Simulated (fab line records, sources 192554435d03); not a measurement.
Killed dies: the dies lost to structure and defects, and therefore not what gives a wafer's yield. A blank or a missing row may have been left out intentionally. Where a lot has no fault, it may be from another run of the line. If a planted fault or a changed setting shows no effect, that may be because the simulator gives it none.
Which tool was responsible? ; flow n5Finfet ; 24 lots, 72 wafers sampled, at 6 steps of a route of 1938

== WHAT THE GAUGES SHOWED, per wafer ==
The record lacks any reading of a measuring or inspecting step that a usual standard deviation could be used to judge.

== WHICH TOOL RAN EACH LOT (tool, then ch and the chambers of the sampled wafers, then the start) ==
lot;N5_BEOL_M9_DEGAS_44;N5_BEOL_M9_SURFACE_TREAT_79;N5_BEOL_M9_SPUTTER_48;N5_BEOL_M10_ETCH_62;N5_BEOL_M10_DESCUM_33;N5_BEOL_M10_ETCH_66
L075;pvdSputter-01, day 9 23:15;pvdSputter-01, day 10 01:15;pvdSputter-02, day 10 01:31;rieDiel-02 ch 2,3, day 10 04:47;rieDiel-02 ch 0,1,3, day 10 05:42;rieDiel-02 ch 0,1,3, day 10 05:47
L074;pvdSputter-02, day 10 02:54;pvdSputter-02, day 10 03:24;pvdSputter-02, day 10 03:37;rieDiel-04 ch 0,1,3, day 10 07:14;rieDiel-03 ch 1,3, day 10 08:46;rieDiel-03 ch 1,3, day 10 08:51
L077;pvdSputter-02, day 10 06:44;pvdSputter-02, day 10 07:12;pvdSputter-03, day 10 07:37;rieDiel-04 ch 0,2,3, day 10 11:07;rieDiel-03 ch 0,1,2, day 10 12:38;rieDiel-03 ch 0,1,2, day 10 12:43
L076;pvdSputter-01, day 10 09:52;pvdSputter-01, day 10 10:21;pvdSputter-02, day 10 10:34;rieDiel-03 ch 0,3, day 10 13:41;rieDiel-02 ch 1,2,3, day 10 15:40;rieDiel-02 ch 1,2,3, day 10 15:45
L078;pvdSputter-01, day 11 04:20;pvdSputter-03, day 11 05:06;pvdSputter-03, day 11 05:44;rieDiel-03 ch 0,1,3, day 11 12:14;rieDiel-04 ch 1,3, day 11 14:50;rieDiel-04 ch 1,3, day 11 14:55
L079;pvdSputter-03, day 11 06:16;pvdSputter-03, day 11 06:46;pvdSputter-03, day 11 06:56;rieDiel-03 ch 0,1, day 11 12:56;rieDiel-03 ch 0,1, day 11 14:52;rieDiel-03 ch 0,1, day 11 14:58
L081;pvdSputter-03, day 11 16:08;pvdSputter-03, day 11 16:42;pvdSputter-02, day 11 16:55;rieDiel-03 ch 0,1,3, day 11 22:44;rieDiel-03 ch 0,1, day 11 23:53;rieDiel-03 ch 0,1, day 11 23:58
L082;pvdSputter-02, day 12 03:04;pvdSputter-02, day 12 03:29;pvdSputter-03, day 12 03:42;rieDiel-02 ch 1,2,3, day 12 06:23;rieDiel-04 ch 0,1,3, day 12 08:20;rieDiel-04 ch 0,1,3, day 12 08:26
L080;pvdSputter-03, day 12 05:40;pvdSputter-01, day 12 06:23;pvdSputter-01, day 12 06:37;rieDiel-02 ch 1,2,3, day 12 09:57;rieDiel-02 ch 1,2, day 12 14:46;rieDiel-02 ch 1,2, day 12 14:56
L083;pvdSputter-02, day 12 09:31;pvdSputter-01, day 12 09:58;pvdSputter-02, day 12 10:14;rieDiel-04 ch 0,1,2, day 12 15:14;rieDiel-03 ch 0,1,3, day 12 17:43;rieDiel-03 ch 0,1,3, day 12 17:48
L086;pvdSputter-02, day 12 21:26;pvdSputter-03, day 12 21:52;pvdSputter-03, day 12 22:02;rieDiel-03 ch 0,1,3, day 13 01:32;rieDiel-02 ch 1,2,3, day 13 03:19;rieDiel-02 ch 1,2,3, day 13 03:23
L085;pvdSputter-02, day 12 21:43;pvdSputter-02, day 12 22:14;pvdSputter-02, day 12 22:26;rieDiel-04 ch 0,1,3, day 13 01:34;rieDiel-02 ch 0,1,3, day 13 02:50;rieDiel-02 ch 0,1,3, day 13 02:56
L084;pvdSputter-02, day 12 22:19;pvdSputter-03, day 12 23:57;pvdSputter-01, day 13 00:13;rieDiel-03 ch 0,1,2, day 13 03:56;rieDiel-03 ch 0,2, day 13 06:17;rieDiel-03 ch 0,2, day 13 06:23
L088;pvdSputter-01, day 13 03:59;pvdSputter-03, day 13 04:33;pvdSputter-03, day 13 04:47;rieDiel-02 ch 0,1,2, day 13 09:00;rieDiel-03 ch 1,2,3, day 13 10:59;rieDiel-03 ch 1,2,3, day 13 11:05
L087;pvdSputter-01, day 13 04:11;pvdSputter-03, day 13 04:45;pvdSputter-03, day 13 05:05;rieDiel-04 ch 2,3, day 13 09:13;rieDiel-02 ch 2,3, day 13 11:20;rieDiel-02 ch 2,3, day 13 11:25
L089;pvdSputter-01, day 13 20:11;pvdSputter-01, day 13 20:37;pvdSputter-03, day 13 20:48;rieDiel-02 ch 1,2,3, day 14 00:37;rieDiel-03 ch 0,1,2, day 14 01:49;rieDiel-03 ch 0,1,2, day 14 01:55
L090;pvdSputter-03, day 13 20:43;pvdSputter-01, day 13 21:17;pvdSputter-01, day 13 21:41;rieDiel-04 ch 0,2,3, day 14 00:53;rieDiel-02 ch 0,2,3, day 14 01:51;rieDiel-02 ch 0,2,3, day 14 01:56
L092;pvdSputter-01, day 14 03:36;pvdSputter-01, day 14 04:00;pvdSputter-01, day 14 04:22;rieDiel-04 ch 0,2,3, day 14 08:35;rieDiel-02 ch 1,2,3, day 14 09:27;rieDiel-02 ch 1,2,3, day 14 09:34
L093;pvdSputter-01, day 14 12:34;pvdSputter-03, day 14 12:59;pvdSputter-01, day 14 13:19;rieDiel-02 ch 1,2,3, day 14 17:35;rieDiel-04 ch 1,2,3, day 14 21:12;rieDiel-04 ch 1,2,3, day 14 21:17
L091;pvdSputter-03, day 14 13:26;pvdSputter-03, day 14 15:29;pvdSputter-02, day 14 16:01;rieDiel-04 ch 0,1, day 14 19:13;rieDiel-02 ch 1,2, day 14 21:22;rieDiel-02 ch 1,2, day 14 21:27
L094;pvdSputter-03, day 14 21:28;pvdSputter-03, day 14 21:56;pvdSputter-03, day 14 22:07;rieDiel-03 ch 0,1,2, day 15 02:26;rieDiel-04 ch 0,2,3, day 15 04:22;rieDiel-04 ch 0,2,3, day 15 04:28
L095;pvdSputter-03, day 15 05:49;pvdSputter-02, day 15 06:30;pvdSputter-02, day 15 06:47;rieDiel-04 ch 1,2, day 15 09:15;rieDiel-04 ch 1,3, day 15 11:07;rieDiel-04 ch 1,3, day 15 11:12
L096;pvdSputter-02, day 15 11:44;pvdSputter-01, day 15 12:19;pvdSputter-01, day 15 12:31;rieDiel-04 ch 2,3, day 15 16:31;rieDiel-02 ch 1,2,3, day 15 19:05;rieDiel-02 ch 1,2,3, day 15 19:10
L097;pvdSputter-01, day 16 09:34;pvdSputter-02, day 16 09:56;pvdSputter-01, day 16 11:48;rieDiel-02 ch 0,1,2, day 16 15:44;rieDiel-03 ch 0,2,3, day 16 16:34;rieDiel-03 ch 0,2,3, day 16 16:39
- N5_BEOL_M9_DEGAS_44: time 60 s.
- N5_BEOL_M9_SURFACE_TREAT_79
- N5_BEOL_M9_SPUTTER_48: material Cu, target thk 12 nm, time 2 s.
- N5_BEOL_M10_ETCH_62: etches SOC in N2/H2, target depth 110 nm, overetch 22 nm, time 165 s.
- N5_BEOL_M10_DESCUM_33: chemistry O2, time 7.9 s.
- N5_BEOL_M10_ETCH_66: etches SOC in N2/H2, target depth 120 nm, overetch 24 nm, time 180 s.

== WHAT THE TOOLS THEMSELVES READ (means of the sampled wafers that have a number; where no wafer has one, the mark that the record gives instead) ==
N5_BEOL_M9_DEGAS_44. Usual: 326 W for heaterPowerW, sd 45.
lot;tool;heaterPowerW (W);flag
L075;pvdSputter-01;291;
L074;pvdSputter-02;328;
L077;pvdSputter-02;331;
L076;pvdSputter-01;304;
L078;pvdSputter-01;298;
L079;pvdSputter-03;379;
L081;pvdSputter-03;335;
L082;pvdSputter-02;340;
L080;pvdSputter-03;378;
L083;pvdSputter-02;330;
L086;pvdSputter-02;364;
L085;pvdSputter-02;338;
L084;pvdSputter-02;338;
L088;pvdSputter-01;281;
L087;pvdSputter-01;289;
L089;pvdSputter-01;287;
L090;pvdSputter-03;376;
L092;pvdSputter-01;293;
L093;pvdSputter-01;311;
L091;pvdSputter-03;400;
L094;pvdSputter-03;327;
L095;pvdSputter-03;370;
L096;pvdSputter-02;365;
L097;pvdSputter-01;305;

N5_BEOL_M9_SPUTTER_48. Usual: 30.3 % for throttleValvePct, sd 0.98.
lot;tool;throttleValvePct (%);flag
L075;pvdSputter-02;30.6;
L074;pvdSputter-02;30.2;
L077;pvdSputter-03;30.0;
L076;pvdSputter-02;30.9;
L078;pvdSputter-03;30.3;
L079;pvdSputter-03;30.5;
L081;pvdSputter-02;30.7;
L082;pvdSputter-03;30.5;
L080;pvdSputter-01;29.0;
L083;pvdSputter-02;30.8;
L086;pvdSputter-03;29.7;
L085;pvdSputter-02;30.2;
L084;pvdSputter-01;31.5;
L088;pvdSputter-03;30.4;
L087;pvdSputter-03;30.4;
L089;pvdSputter-03;30.3;
L090;pvdSputter-01;30.0;
L092;pvdSputter-01;30.9;
L093;pvdSputter-01;29.3;
L091;pvdSputter-02;30.1;
L094;pvdSputter-03;30.5;
L095;pvdSputter-02;30.8;
L096;pvdSputter-01;30.2;
L097;pvdSputter-01;30.8;

N5_BEOL_M10_ETCH_62. Usual: drypumpMotorCurrentA 5.5 A, standard deviation 0.51; h2FlowSccm 200.0 sccm, standard deviation 0.59; oesProductAu 0.70 a.u., standard deviation 0.058; rfVppV 523.4 V, standard deviation 2.4; showerheadPlenumPTorr 2.53 Torr, standard deviation 0.08; throttleValvePct 17.75 %, standard deviation 0.28.
lot;tool;drypumpMotorCurrentA (A);h2FlowSccm (sccm);oesProductAu (a.u.);rfVppV (V);showerheadPlenumPTorr (Torr);throttleValvePct (%);flag
L075;rieDiel-02;5.3;199.4;0.73;526.9;2.61;17.58;
L074;rieDiel-04;5.7;200.9;0.72;523.4;2.54;17.86;
L077;rieDiel-04;5.4;199.9;0.77;520.8;2.50;17.65;
L076;rieDiel-03;5.8;199.8;0.69;523.7;2.54;17.99;
L078;rieDiel-03;5.5;199.8;0.67;523.5;2.53;17.81;
L079;rieDiel-03;5.9;199.9;0.71;522.9;2.47;17.84;
L081;rieDiel-03;5.5;199.7;0.67;523.7;2.53;17.83;
L082;rieDiel-02;5.6;199.7;0.72;524.2;2.54;17.52;
L080;rieDiel-02;5.6;199.8;0.72;523.8;2.54;17.51;
L083;rieDiel-04;5.4;199.7;0.69;523.1;2.53;17.98;
L086;rieDiel-03;5.6;200.2;0.66;523.2;2.52;17.85;
L085;rieDiel-04;5.7;200.2;0.69;523.6;2.53;17.89;
L084;rieDiel-03;5.8;199.9;0.73;521.2;2.47;17.73;
L088;rieDiel-02;5.5;199.8;0.74;524.2;2.55;17.60;
L087;rieDiel-04;5.5;199.5;0.71;521.5;2.48;17.60;
L089;rieDiel-02;5.6;200.5;0.70;523.8;2.54;17.54;
L090;rieDiel-04;5.4;199.6;0.72;523.2;2.49;17.70;
L092;rieDiel-04;5.4;199.8;0.71;522.5;2.49;17.71;
L093;rieDiel-02;5.6;199.9;0.70;523.3;2.54;17.56;
L091;rieDiel-04;5.3;200.0;0.76;523.6;2.54;17.91;
L094;rieDiel-03;5.8;199.7;0.70;522.2;2.47;17.75;
L095;rieDiel-04;5.7;199.8;0.76;524.8;2.56;17.74;
L096;rieDiel-04;5.5;199.6;0.70;521.7;2.47;17.62;
L097;rieDiel-02;5.5;199.9;0.70;524.5;2.54;17.64;

N5_BEOL_M10_DESCUM_33. Usual: drypumpMotorCurrentA 5.6 A, standard deviation 0.51; oesProductAu 0.83 a.u., standard deviation 0.076; rfVppV 242.9 V, standard deviation 1.4; showerheadPlenumPTorr 2.08 Torr, standard deviation 0.07; throttleValvePct 20.35 %, standard deviation 0.26.
lot;tool;drypumpMotorCurrentA (A);oesProductAu (a.u.);rfVppV (V);showerheadPlenumPTorr (Torr);throttleValvePct (%);flag
L075;rieDiel-02;5.6;0.83;243.1;2.08;20.33;
L074;rieDiel-03;5.3;0.77;242.6;2.08;20.30;
L077;rieDiel-03;5.7;0.79;242.0;2.06;20.53;
L076;rieDiel-02;5.6;0.89;243.3;2.10;20.17;
L078;rieDiel-04;6.1;0.77;243.5;2.12;20.63;
L079;rieDiel-03;5.9;0.84;241.7;2.05;20.62;
L081;rieDiel-03;5.8;0.84;241.5;2.05;20.61;
L082;rieDiel-04;5.7;0.83;243.7;2.08;20.41;
L080;rieDiel-02;5.6;0.84;242.4;2.03;20.21;
L083;rieDiel-03;5.5;0.77;242.3;2.08;20.49;
L086;rieDiel-02;5.6;0.84;243.2;2.10;20.21;
L085;rieDiel-02;5.6;0.90;245.4;2.16;20.21;
L084;rieDiel-03;6.0;0.87;242.6;2.06;20.59;
L088;rieDiel-03;5.4;0.79;242.8;2.08;20.31;
L087;rieDiel-02;5.2;0.82;242.7;2.09;20.37;
L089;rieDiel-03;5.7;0.83;241.6;2.05;20.45;
L090;rieDiel-02;5.2;0.85;244.0;2.15;20.39;
L092;rieDiel-02;5.6;0.84;242.8;2.09;20.22;
L093;rieDiel-04;5.7;0.88;242.9;2.07;20.32;
L091;rieDiel-02;5.5;0.81;241.8;2.02;20.23;
L094;rieDiel-04;5.4;0.84;242.0;2.03;20.27;
L095;rieDiel-04;6.1;0.87;243.0;2.07;20.25;
L096;rieDiel-02;5.6;0.81;243.7;2.09;20.24;
L097;rieDiel-03;5.7;0.78;242.6;2.07;20.50;

N5_BEOL_M10_ETCH_66. Usual: drypumpMotorCurrentA 5.6 A, standard deviation 0.51; h2FlowSccm 200.1 sccm, standard deviation 0.62; oesProductAu 0.67 a.u., standard deviation 0.058; rfVppV 523.5 V, standard deviation 2.6; showerheadPlenumPTorr 2.53 Torr, standard deviation 0.089; throttleValvePct 17.71 %, standard deviation 0.29.
lot;tool;drypumpMotorCurrentA (A);h2FlowSccm (sccm);oesProductAu (a.u.);rfVppV (V);showerheadPlenumPTorr (Torr);throttleValvePct (%);flag
L075;rieDiel-02;5.6;200.4;0.68;523.0;2.52;17.61;
L074;rieDiel-03;5.3;199.8;0.63;522.9;2.53;17.62;
L077;rieDiel-03;5.8;200.8;0.64;522.9;2.48;17.83;
L076;rieDiel-02;5.6;199.6;0.70;523.9;2.55;17.49;
L078;rieDiel-04;6.0;200.5;0.62;525.7;2.57;17.98;
L079;rieDiel-03;5.8;200.1;0.68;522.6;2.47;17.84;
L081;rieDiel-03;5.8;200.7;0.67;521.8;2.47;17.85;
L082;rieDiel-04;5.7;199.8;0.67;523.0;2.54;17.88;
L080;rieDiel-02;5.6;199.7;0.67;522.3;2.47;17.62;
L083;rieDiel-03;5.6;200.6;0.64;523.2;2.53;17.83;
L086;rieDiel-02;5.6;199.7;0.68;524.6;2.54;17.52;
L085;rieDiel-02;5.6;200.0;0.73;526.2;2.62;17.48;
L084;rieDiel-03;6.0;200.6;0.70;522.4;2.48;17.90;
L088;rieDiel-03;5.4;200.0;0.66;523.3;2.53;17.69;
L087;rieDiel-02;5.2;199.5;0.65;523.3;2.54;17.74;
L089;rieDiel-03;5.8;199.9;0.68;521.3;2.47;17.73;
L090;rieDiel-02;5.2;200.1;0.69;525.4;2.61;17.71;
L092;rieDiel-02;5.6;200.3;0.67;523.7;2.54;17.54;
L093;rieDiel-04;5.8;200.4;0.70;522.4;2.51;17.64;
L091;rieDiel-02;5.6;200.0;0.65;522.7;2.46;17.65;
L094;rieDiel-04;5.4;200.0;0.68;522.1;2.48;17.72;
L095;rieDiel-04;6.1;200.5;0.70;522.4;2.51;17.57;
L096;rieDiel-02;5.6;200.8;0.66;523.1;2.53;17.58;
L097;rieDiel-03;5.7;200.1;0.64;523.8;2.53;17.94;

== THE ANSWER, worked out from the rows above alone ==
Rule: a lot is off if the mean of its wafers that have a number lies more than 3 standard deviations from the usual mean. Also off: a lot with no number at a reading for which 4 or more lots have one. Where the step has rows for the other lots, those lots are counted as sound. After the gauges, taken in route order, come the tools' own readings; for these a lot's mean is taken, as printed above. The first step at which some lot is off is used, and at that step the reading that is off furthest; a lot without a number counts as furthest.
No lot is off on any of the readings shown, so nothing can be concluded from this.

== WHAT THE SIMULATOR HAD PUT IN ==
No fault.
